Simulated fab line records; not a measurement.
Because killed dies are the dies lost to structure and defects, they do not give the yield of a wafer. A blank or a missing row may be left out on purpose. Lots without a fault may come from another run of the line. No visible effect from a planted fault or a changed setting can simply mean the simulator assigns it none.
fab line records | flow n5Finfet
[record] lots = 10 | wafers = 30 | lastDay = 20
route steps=1938 shown BEOL_M10@1485 PASSIVATION@1936
lots that met no fault: from a run of the same line without faults
startH: the number of hours between the record's first day and the start of the first shown wafer of the lot | waitH: hours from the lot's prior step to this one | " identical to the entry in the row above | L1.1+2: a row that stands for several wafers | - either no value or no given start | * or withheld: withheld | < > ~ a bound
route shown NAME@n: names a module that has steps shown in the file, with the first one's number in the route | usual: mean and standard deviation over wafers with no fault | same: alike in all rows | chamber/n: place in a boat | sites: readings site by site | _std_site: standard deviation of those values | _edge_site: the outer-site mean with the inner-site mean subtracted | radiusMm: for every site, how far away it sits from the centre of the wafer | mask NAME#n: copy n | behind: the most recent tool/chamber to have shaped the wafer | hold: why the lot went on hold/how many hours it stayed there/how the hold came to an end | device: the n, p or np transistor that did not switch | end of line: at the end of the route, the tests of the same wafers | a step given without rows: its recipe and nothing more | killed: the dies lost at the first sort to structure and to defects; this is not the yield of the wafer | map: the dies of a wafer, with x for killed, . for not killed, _ for no die there
set.NAME: the run value of the setting; set.NAME@STEP: its run value at that earlier step | model.NAME: the simulator's own value behind a step, which no gauge read
one table for each step of the route and one row for each wafer, over a sample of lots
services: from which hour (startH, from the record's first day; less than 0 if before it) a tool's chamber was out of use, for how many hours, and why
[[steps]]
[step N5_BEOL_M10_INSPECT_13]
[recipe] mode = adi | inspectInstrument = brightfield
[usual] rawDefectCount = 407/84
lot.wafer | tool             | chamber | startH | waitH | rawDefectCount
L412.2    | defectInspect-01 | -       | 236.74 | 0.0   | 404
L412.4    | "                | -       | "      | "     | 354
L412.6    | "                | -       | "      | "     | 372
L411.4    | defectInspect-01 | -       | 236.80 | 0.0   | 379
L411.5    | "                | -       | "      | "     | 471
L411.6    | "                | -       | "      | "     | 506
L413.1    | defectInspect-02 | -       | 243.60 | 0.0   | 500
L413.2    | "                | -       | "      | "     | 581
L413.5    | "                | -       | "      | "     | 364
L419.2    | defectInspect-01 | -       | 286.78 | 0.0   | 388
L419.3    | "                | -       | "      | "     | 453
L419.5    | "                | -       | "      | "     | 344
L421.1    | defectInspect-01 | -       | 290.85 | 0.0   | 296
L421.3    | "                | -       | "      | "     | 363
L421.6    | "                | -       | "      | "     | 383
L425.1    | defectInspect-02 | -       | 326.31 | 0.0   | 344
L425.2    | "                | -       | "      | "     | 474
L425.5    | "                | -       | "      | "     | 427
L429.2    | defectInspect-02 | -       | 330.66 | 0.0   | 457
L429.5    | "                | -       | "      | "     | 551
L429.6    | "                | -       | "      | "     | 534
L432.2    | defectInspect-02 | -       | 355.33 | 0.0   | 328
L432.3    | "                | -       | "      | "     | 407
L432.5    | "                | -       | "      | "     | 525
L433.1    | defectInspect-01 | -       | 380.11 | 0.0   | 499
L433.3    | "                | -       | "      | "     | 426
L433.5    | "                | -       | "      | "     | 475
L434.1    | defectInspect-02 | -       | 411.57 | 0.0   | 415
L434.2    | "                | -       | "      | "     | 579
L434.3    | "                | -       | "      | "     | 404
[step N5_BEOL_M10_HM_OPEN_17]
[recipe] chemistry = Cl2/BCl3 | targetDepthA = 200 | overetchA = 60 | target = TiN | maskMaterial = SOC | ionEnergyEv = 150 | pressureMtorr = 10 | icpW = 1000 | biasW = 126 | Cl2_flow_sccm = 53.25 | bcl3FlowSccm = 21.75 | Ar_flow_sccm = 25
[usual] drypumpMotorCurrentA = 5.5/0.31 | oesProductAu = 0.65/0.077 | rfFwdPowerW = 994/3.7 | throttleValvePct = 22.12/0.21
lot.wafer | tool        | chamber | startH | waitH | drypumpMotorCurrentA | oesProductAu | rfFwdPowerW | rfHoursCounterH | throttleValvePct
L412.2    | rieMetal-03 | 0       | 237.06 | 0.0   | 6.0                  | 0.61         | 992         | 67              | 22.33
L412.4    | "           | 0       | "      | "     | 6.0                  | 0.60         | 991         | -               | 22.36
L412.6    | "           | 0       | "      | "     | 6.0                  | 0.59         | 992         | -               | 22.35
L411.4    | rieMetal-02 | 0       | 237.16 | 0.1   | 5.2                  | 0.71         | 998         | -               | 21.90
L411.5    | "           | 1       | "      | "     | 5.6                  | 0.58         | 992         | -               | 21.92
L411.6    | "           | 0       | "      | "     | 5.2                  | 0.70         | 998         | -               | 21.92
L413.1    | rieMetal-02 | 1       | 243.90 | 0.0   | 5.5                  | 0.58         | 998         | 93              | 21.89
L413.2    | "           | 0       | "      | "     | 5.1                  | 0.71         | 1000        | 26              | 21.89
L413.5    | "           | 0       | "      | "     | 5.1                  | 0.71         | 996         | -               | 21.91
L419.2    | rieMetal-02 | 1       | 287.08 | 0.0   | 5.5                  | 0.57         | 997         | 96              | 21.91
L419.3    | "           | 1       | "      | "     | 5.5                  | 0.57         | 991         | -               | 21.93
L419.5    | "           | 0       | "      | "     | 5.2                  | 0.71         | 1002        | -               | 21.89
L421.1    | rieMetal-01 | 1       | 291.35 | 0.0   | 5.2                  | 0.59         | 997         | 79              | 22.47
L421.3    | "           | 1       | "      | "     | 5.2                  | 0.59         | 994         | -               | 22.46
L421.6    | "           | 0       | "      | "     | 6.0                  | 0.82         | 995         | -               | 22.28
L425.1    | rieMetal-02 | 0       | 326.61 | 0.0   | 5.2                  | 0.69         | 999         | 33              | 21.92
L425.2    | "           | 1       | "      | "     | 5.5                  | 0.57         | 993         | 100             | 21.92
L425.5    | "           | 0       | "      | "     | 5.2                  | 0.69         | 996         | -               | 21.92
L429.2    | rieMetal-02 | 0       | 330.97 | 0.0   | 5.1                  | 0.70         | 1001        | 34              | 21.92
L429.5    | "           | 0       | "      | "     | 5.1                  | 0.69         | 998         | -               | 21.94
L429.6    | "           | 1       | "      | "     | 5.5                  | 0.58         | 996         | -               | 21.91
L432.2    | rieMetal-03 | 1       | 355.64 | 0.0   | 5.5                  | 0.73         | 992         | 17              | 22.05
L432.3    | "           | 0       | "      | "     | 6.0                  | 0.60         | 997         | -               | 22.34
L432.5    | "           | 1       | "      | "     | 5.5                  | 0.73         | 993         | -               | 22.04
L433.1    | rieMetal-02 | 1       | 380.42 | 0.0   | 5.5                  | 0.56         | 994         | 105             | 21.92
L433.3    | "           | 1       | "      | "     | 5.5                  | 0.56         | 996         | -               | 21.93
L433.5    | "           | 1       | "      | "     | 5.5                  | 0.56         | 987         | -               | 21.94
L434.1    | rieMetal-01 | 0       | 411.87 | 0.0   | 6.0                  | 0.76         | 988         | 14              | 22.29
L434.2    | "           | 1       | "      | "     | 5.2                  | 0.57         | 995         | 90              | 22.47
L434.3    | "           | 0       | "      | "     | 6.0                  | 0.77         | 988         | -               | 22.30
[step N5_BEOL_M10_COAT_22]
[recipe] resist = CAR-ArF | spinRpm = 1500 | resistThkNm = 90
[usual] spinSpeedRpm = 1500.1/1
lot.wafer | tool          | chamber | startH | waitH | spinSpeedRpm
L412.2    | lithoTrack-01 | 0       | 238.05 | -     | 1500.2
L412.4    | "             | 0       | "      | "     | 1501.4
L412.6    | "             | 0       | "      | "     | 1500.1
L411.4    | lithoTrack-05 | 0       | 238.06 | -     | 1499.2
L411.5    | "             | 0       | "      | "     | 1499.1
L411.6    | "             | 0       | "      | "     | 1500.0
L413.1    | lithoTrack-03 | 0       | 246.47 | -     | 1501.5
L413.2    | "             | 0       | "      | "     | 1501.6
L413.5    | "             | 0       | "      | "     | 1501.0
L419.2    | lithoTrack-01 | 0       | 289.13 | -     | 1649.7
L419.3    | "             | 0       | "      | "     | 1648.1
L419.5    | "             | 0       | "      | "     | 1650.3
L421.1    | lithoTrack-01 | 0       | 291.66 | -     | 1650.1
L421.3    | "             | 0       | "      | "     | 1649.9
L421.6    | "             | 0       | "      | "     | 1648.7
L425.1    | lithoTrack-03 | 0       | 327.04 | -     | 1500.3
L425.2    | "             | 0       | "      | "     | 1500.1
L425.5    | "             | 0       | "      | "     | 1499.7
L429.2    | lithoTrack-05 | 0       | 333.45 | -     | 1500.1
L429.5    | "             | 0       | "      | "     | 1500.3
L429.6    | "             | 0       | "      | "     | 1499.8
L432.2    | lithoTrack-03 | 0       | 356.71 | -     | 1499.3
L432.3    | "             | 0       | "      | "     | 1499.8
L432.5    | "             | 0       | "      | "     | 1499.3
L433.1    | lithoTrack-05 | 0       | 382.74 | -     | 1500.1
L433.3    | "             | 0       | "      | "     | 1501.7
L433.5    | "             | 0       | "      | "     | 1500.1
L434.1    | lithoTrack-03 | 0       | 414.30 | -     | 1499.6
L434.2    | "             | 0       | "      | "     | 1498.1
L434.3    | "             | 0       | "      | "     | 1499.5
[step N5_BEOL_M10_DESCUM_33]
[recipe] chemistry = O2 | timeS = 7.9 | sourcePowerW = 50 | biasPowerW = 20 | pressureMtorr = 20 | rfFrequencyHz = 2.712e+07 | tempC = 40 | resist = CAR-ArF | o2FlowSccm = 225
[usual] drypumpMotorCurrentA = 5.6/0.39 | oesProductAu = 0.81/0.093 | rfFwdPowerW = 49.37/0.24 | rfVppV = 243.4/1.5 | showerheadPlenumPTorr = 2.11/0.081 | throttleValvePct = 20.26/0.19
lot.wafer | tool       | chamber | startH | waitH | drypumpMotorCurrentA | oesProductAu | rfFwdPowerW | rfHoursCounterH | rfVppV | showerheadPlenumPTorr | throttleValvePct
L412.2    | rieDiel-04 | 0       | 238.39 | 0.0   | 5.7                  | 0.90         | 49.13       | 46              | 245.7  | 2.21                  | 20.14
L412.4    | "          | 2       | "      | "     | 5.8                  | 0.81         | 49.39       | -               | 242.3  | 2.03                  | 20.21
L412.6    | "          | 0       | "      | "     | 5.7                  | 0.89         | 49.62       | -               | 244.6  | 2.21                  | 20.16
L411.4    | rieDiel-01 | 0       | 238.65 | 0.1   | 4.9                  | 0.71         | 49.15       | 212             | 243.1  | 2.09                  | 20.63
L411.5    | "          | 2       | "      | "     | 6.4                  | 0.85         | 49.81       | -               | 244.5  | 2.22                  | 20.35
L411.6    | "          | 3       | "      | "     | 4.9                  | 0.83         | 49.24       | -               | 244.1  | 2.21                  | 20.21
L413.1    | rieDiel-01 | 1       | 246.81 | 0.0   | 5.3                  | 0.95         | 49.45       | 7               | 242.2  | 2.06                  | 20.34
L413.2    | "          | 3       | "      | "     | 4.9                  | 0.84         | 49.33       | 76              | 243.9  | 2.21                  | 20.23
L413.5    | "          | 0       | "      | "     | 4.9                  | 0.72         | 49.24       | -               | 241.9  | 2.08                  | 20.65
L419.2    | rieDiel-02 | 0       | 289.61 | 0.1   | 5.3                  | 0.69         | 49.25       | 232             | 243.1  | 2.06                  | 20.30
L419.3    | "          | 2       | "      | "     | 5.9                  | 0.98         | 49.43       | 6               | 244.2  | 2.23                  | 20.35
L419.5    | "          | 2       | "      | "     | 5.9                  | 0.97         | 49.48       | -               | 245.8  | 2.23                  | 20.36
L421.1    | rieDiel-02 | 3       | 292.17 | 0.1   | 5.6                  | 0.92         | 49.62       | 21              | 241.8  | 2.14                  | 19.91
L421.3    | "          | 0       | "      | "     | 5.3                  | 0.70         | 49.16       | 233             | 244.0  | 2.06                  | 20.30
L421.6    | "          | 3       | "      | "     | 5.7                  | 0.93         | 49.55       | -               | 243.9  | 2.14                  | 19.90
L425.1    | rieDiel-04 | 2       | 327.73 | 0.3   | 5.8                  | 0.77         | 49.40       | 131             | 243.2  | 2.01                  | 20.26
L425.2    | "          | 0       | "      | "     | 5.7                  | 0.84         | 49.12       | 77              | 243.8  | 2.20                  | 20.20
L425.5    | "          | 0       | "      | "     | 5.7                  | 0.84         | 49.32       | -               | 246.0  | 2.20                  | 20.19
L429.2    | rieDiel-04 | 3       | 334.04 | 0.2   | 5.8                  | 0.68         | 49.53       | 226             | 243.0  | 2.05                  | 20.22
L429.5    | "          | 3       | "      | "     | 5.8                  | 0.69         | 49.63       | -               | 243.7  | 2.05                  | 20.25
L429.6    | "          | 2       | "      | "     | 5.7                  | 0.77         | 49.75       | -               | 241.5  | 2.01                  | 20.25
L432.2    | rieDiel-04 | 1       | 357.16 | 0.0   | 6.4                  | 0.94         | 49.73       | 11              | 242.5  | 2.11                  | 20.13
L432.3    | "          | 2       | "      | "     | 5.8                  | 0.76         | 49.19       | 143             | 242.5  | 2.01                  | 20.26
L432.5    | "          | 0       | "      | "     | 5.7                  | 0.82         | 49.45       | -               | 245.3  | 2.19                  | 20.19
L433.1    | rieDiel-02 | 3       | 383.20 | 0.0   | 5.7                  | 0.86         | 49.72       | 53              | 243.3  | 2.13                  | 19.97
L433.3    | "          | 1       | "      | "     | 5.6                  | 0.72         | 49.00       | 209             | 240.7  | 1.98                  | 20.39
L433.5    | "          | 1       | "      | "     | 5.6                  | 0.71         | 49.11       | -               | 241.8  | 1.98                  | 20.39
L434.1    | rieDiel-02 | 1       | 415.15 | 0.4   | 5.6                  | 0.71         | 49.42       | 222             | 241.7  | 1.98                  | 20.40
L434.2    | "          | 3       | "      | "     | 5.6                  | 0.84         | 49.45       | 64              | 243.1  | 2.12                  | 19.96
L434.3    | "          | 2       | "      | "     | 5.9                  | 0.88         | 49.25       | 54              | 246.1  | 2.21                  | 20.42
[step N5_PASSIVATION_PROBE_49]
[usual] defectLimitedYield = 91.1/1.4 | killed_at_M0_to_M3 = 32/9.3 | killed_at_M4_up = 13/5.8 | killedAtContacts = 12/6.3 | killedAtFrontEnd = 44/12 | killedAtOther = 3.6/2.7 | killedDies = 104/17 | killedOpen = 69/13 | killedShort = 34/6.9 | sort_bin_5_function = 5.2/0.98 | sort_bin_6_memory = 3.3/0.59 | sort_bin_8_speed = 0.01/0.039 | sortNPass = 1075/17
[same] grossDies = 1180 | killedAtBackSide = 0 | sort_bin_4_leakage[%] = 0
lot.wafer | tool      | chamber | startH | waitH | defectLimitedYield[%] | killed_at_M0_to_M3 | killed_at_M4_up | killedAtContacts | killedAtFrontEnd | killedAtOther | killedDies | killedOpen | killedShort | sort_bin_5_function[%] | sort_bin_6_memory[%] | sort_bin_8_speed[%] | sortNPass
L425.1    | prober-01 | -       | 387.06 | 0.0   | 90.9                  | 26                 | 27              | 14               | 34               | 6             | 107        | 71         | 36          | 5.1                    | 3.8                  | 0                   | 1073
L425.2    | prober-01 | -       | 387.11 | 0.1   | 91.2                  | 23                 | 19              | 16               | 46               | 0             | 104        | 61         | 43          | 5.3                    | 3.0                  | 0                   | 1076
L425.5    | prober-01 | -       | 387.26 | 0.2   | 89.3                  | 51                 | 19              | 5                | 46               | 5             | 126        | 70         | 56          | 5.6                    | 4.6                  | 0                   | 1054
// killed by level:class
L425.1 BEOL_M4:geometricParticle:open=12 GATE_CUT:geometricParticle:short=10 MOL_CONTACT_COAG:geometricParticle:open=10 BEOL_M1:geometricParticle:open=8 BEOL_M0_SAQP:geometricParticle:short=5 STARTING-WAFER:geometricParticle:open=5 FIN_SAQP:geometricParticle:open=4 MOL_CONTACT_COAG:geometricParticle:short=4
L425.2 FIN_SAQP:geometricParticle:short=13 MOL_CONTACT_COAG:geometricParticle:open=12 FIN_SAQP:geometricParticle:open=8 BEOL_M0_SAQP:geometricParticle:short=7 DUMMY_GATE:geometricParticle:open=6 BEOL_M4:geometricParticle:open=6 BEOL_M1:geometricParticle:open=5 GATE_CUT:geometricParticle:short=4
L425.5 BEOL_M0_SAQP:geometricParticle:short=14 BEOL_M0_SAQP:geometricParticle:open=13 BEOL_M1:geometricParticle:open=8 BEOL_M4:geometricParticle:short=7 FIN_SAQP:geometricParticle:open=6 STI_FIN_REVEAL:geometricParticle:open=6 BEOL_M0:geometricParticle:open=5 FIN_SAQP:geometricParticle:short=4
[[services]]
tool          | chamber | startH | hours | kind
rieDiel-01    | -       | 218.42 | 14.6  | pm
rieDiel-02    | 3       | 223.86 | -     | clean
rieDiel-02    | 3       | 223.86 | -     | consumableReplace:focusRing
lithoTrack-03 | -       | 234.58 | -     | consumableReplace:filter
rieDiel-02    | 2       | 244.49 | -     | clean
rieDiel-02    | 2       | 244.49 | -     | consumableReplace:focusRing
rieDiel-02    | 2       | 244.49 | -     | consumableReplace:showerhead
rieDiel-02    | 2       | 244.49 | 30.8  | scheduledDown
rieDiel-02    | 2       | 244.49 | 30.8  | ventCycle
rieMetal-02   | 0       | 294.22 | 2.1   | repair
rieMetal-01   | 1       | 296.52 | 8.2   | repair
rieDiel-02    | 1       | 300.39 | 15.4  | repair
rieDiel-02    | 3       | 305.25 | 2.1   | repair
rieDiel-04    | 1       | 308.27 | 2.9   | repair
rieDiel-04    | 0       | 311.57 | 9.9   | repair
rieDiel-04    | 3       | 346.23 | 10.6  | repair
rieDiel-04    | -       | 352.25 | 0.6   | repair
rieDiel-01    | 0       | 371.46 | 2.1   | repair
rieMetal-02   | 1       | 383.15 | -     | clean
rieMetal-02   | 1       | 383.15 | 30.5  | scheduledDown
rieMetal-02   | 1       | 383.15 | 30.5  | ventCycle
rieDiel-01    | 0       | 383.71 | 77.6  | repair
rieDiel-02    | 0       | 389.92 | 9.1   | repair
rieMetal-01   | -       | 390.51 | 2.8   | pm
[[key]]
[firstSign] step = N5_BEOL_M10_COAT_22 | reading = spinSpeedRpm | direction = up | sigmas = 99+ | usual = * | struck = *
effect none on later readings
metAt N5_BEOL_M10_COAT_22
struckLots L419,L421
notActingAt N5_BEOL_M10_INSPECT_13,N5_BEOL_M10_HM_OPEN_17,N5_BEOL_M10_DESCUM_33
onsetBetween 238.05 289.13
[fault] kind = processParameterDrift | tool = lithoTrack-01 | chamber = - | onsetH = 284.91 | steps = N5_BEOL_M10_COAT_22 | channel = spinRpm | offset = * | shape = step | endH = 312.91 | actsIn = * | stated = *
